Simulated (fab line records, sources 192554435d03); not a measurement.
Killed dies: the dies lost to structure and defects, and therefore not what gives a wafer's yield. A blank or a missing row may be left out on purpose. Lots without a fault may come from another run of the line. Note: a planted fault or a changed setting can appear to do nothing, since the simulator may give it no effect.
Lot-split experiment    flow n5_finfet    on a route of 1938 steps: 7 lots, 39 wafers read

## THE SPLIT
At N5_MIM_BOT_LITHO_DEVELOP_07 (develop time 60 s), the setting develop_time_s was moved away from the recipe's 60 s on 9 of the 39 wafers read, by -26.6% to +40.1%. All remaining wafers had this setting at the recipe value.

## FROM THE SPLIT ON TO THE READING: in between, the file shows 1 step
- N5_MIM_BOT_LITHO_HARDBAKE_09: time 120 s

## THE READING
cd_nm, in nm, at N5_MIM_BOT_LITHO_CD_MEAS_08 (target cd 3000 nm). A value of 3000.0 nm with a standard deviation of 1.4 nm is what fault-free wafers of this fab line usually give.

wafer   tool, chamber at the split  develop_time_s as run, s  against the recipe  cd_nm, nm  against lot-mates on the recipe
L083.1  litho_track-02, 0           60                        recipe              2999.6     -
L083.2  litho_track-02, 0           44.03                     -26.6%              2993.9     -6.1
L083.3  litho_track-02, 0           44.03                     -26.6%              2993.8     -6.2
L083.4  litho_track-02, 0           60                        recipe              3000.1     -
L083.5  litho_track-02, 0           60                        recipe              3000.2     -
L083.6  litho_track-02, 0           44.03                     -26.6%              2993.1     -6.9
L087.1  litho_track-04, 0           60                        recipe              2999.3     -
L087.3  litho_track-04, 0           60                        recipe              2999.3     -
L087.4  litho_track-04, 0           60                        recipe              3001.6     -
L091.1  litho_track-01, 0           84.08                     +40.1%              3007.4     +6.3
L091.2  litho_track-01, 0           60                        recipe              3001.0     -
L091.3  litho_track-01, 0           60                        recipe              3001.0     -
L091.4  litho_track-01, 0           84.08                     +40.1%              3009.5     +8.4
L091.5  litho_track-01, 0           84.08                     +40.1%              3007.7     +6.6
L091.6  litho_track-01, 0           60                        recipe              3001.4     -
L089.1  litho_track-02, 0           60                        recipe              3001.5     -
L089.2  litho_track-02, 0           60                        recipe              3000.2     -
L089.3  litho_track-02, 0           60                        recipe              3002.6     -
L089.4  litho_track-02, 0           60                        recipe              3001.3     -
L089.5  litho_track-02, 0           60                        recipe              3000.6     -
L089.6  litho_track-02, 0           60                        recipe              3000.9     -
L092.1  litho_track-04, 0           60                        recipe              2997.0     -
L092.2  litho_track-04, 0           47.69                     -20.5%              2995.2     -2.5
L092.3  litho_track-04, 0           47.69                     -20.5%              2994.2     -3.5
L092.4  litho_track-04, 0           47.69                     -20.5%              2993.5     -4.2
L092.5  litho_track-04, 0           60                        recipe              2997.0     -
L092.6  litho_track-04, 0           60                        recipe              2999.0     -
L095.1  litho_track-04, 0           60                        recipe              2998.3     -
L095.2  litho_track-04, 0           60                        recipe              2998.8     -
L095.3  litho_track-04, 0           60                        recipe              2999.7     -
L095.4  litho_track-04, 0           60                        recipe              2997.3     -
L095.5  litho_track-04, 0           60                        recipe              3001.1     -
L095.6  litho_track-04, 0           60                        recipe              2998.7     -
L094.1  litho_track-01, 0           60                        recipe              2998.7     -
L094.2  litho_track-01, 0           60                        recipe              3000.0     -
L094.3  litho_track-01, 0           60                        recipe              3000.0     -
L094.4  litho_track-01, 0           60                        recipe              3000.7     -
L094.5  litho_track-01, 0           60                        recipe              2999.6     -
L094.6  litho_track-01, 0           60                        recipe              3000.7     -

THE FIT
A straight line over all 39 wafers: cd_nm changes by +0.224 nm for each +1% of develop_time_s; r = +0.93; the points scatter about the line by 1.3 nm.
The same after taking each lot's own level away (the mean of its wafers on the recipe; 39 wafers): +0.19 nm for each +1%; r = +0.95; scatter 0.93 nm.
Per that fit: largest develop_time_s move, reading shift of 7.6 nm.
Across the lots, their own levels run from 2997.67 to 3001.18 nm, a range of 2.5 times the standard deviation given above.
In other words, the slope is changed by the lot-to-lot level; the two fits disagree.
Check: with one of the wafers moved furthest among these (+40.1%) left out of the fit, the line predicts +7.91 nm for it against its lot-mates. Against them it came out at +6.27 nm.

## FURTHER SPLITS ON THESE WAFERS
These wafers also went through other splits before the reading. Each is held against what the fit with the lots' levels taken away leaves over:
other split on the same wafers   wafers away from the commonest value  r with cd_nm (lot level and that fit taken away)
N5_BEOL_M12_ILD_DEP_00 time_s    15                                    +0.03
N5_BEOL_M12_DEP_53 target_thk_a  15                                    -0.05

## FILE'S OWN FIT
cd_nm changes by +0.191 nm for each +1% of develop_time_s, r = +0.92.
